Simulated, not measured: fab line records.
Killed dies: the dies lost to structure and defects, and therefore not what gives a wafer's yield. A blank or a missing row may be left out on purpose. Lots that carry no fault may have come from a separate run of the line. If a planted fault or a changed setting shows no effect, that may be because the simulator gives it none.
Chamber matching | flow nandHarc | rieDiel-03 running NHARC_P_ZERO_WELL_DESCUM_13: 3 sister chambers
The step chemistry O2, time 3 s. 3 wafers are shown with their chamber, then 6 later ones without.

## WAFERS WITH THEIR CHAMBER
wafer  | chamber | drypumpMotorCurrentA (A)
L365.3 | 0       | 6.3
L374.3 | 3       | 5.4
L374.4 | 2       | 5.2

## WAFERS MISSING THEIR CHAMBER
wafer  | drypumpMotorCurrentA (A)
L374.5 | 5.2
L380.3 | 5.2
L380.5 | 6.3
L381.2 | 5.4
L381.4 | 6.2
L381.6 | 5.4

## EACH ONE'S CHAMBER
wafer  | from the rows above | in truth
L374.5 | 2                   | 2
L380.3 | 2                   | 2
L380.5 | 0                   | 0
L381.2 | 3                   | 3
L381.4 | 0                   | 0
L381.6 | 3                   | 3
6 of 6 placed correctly. Not placeable from these rows: 0. Placed wrongly: 0.
How it was worked out, from the rows above alone: a wafer's distance from a chamber is the root of the sum, over the readings, of the square of ((its reading less the chamber's mean) divided by the reading's scatter). If the next closest chamber is less than 2 further off than the closest, the wafer can't be placed; otherwise it belongs to the closest. A chamber's mean is the mean of its shown wafers. The scatter: root of mean squared gap, hidden wafer to nearest shown wafer, with one shown wafer a chamber.
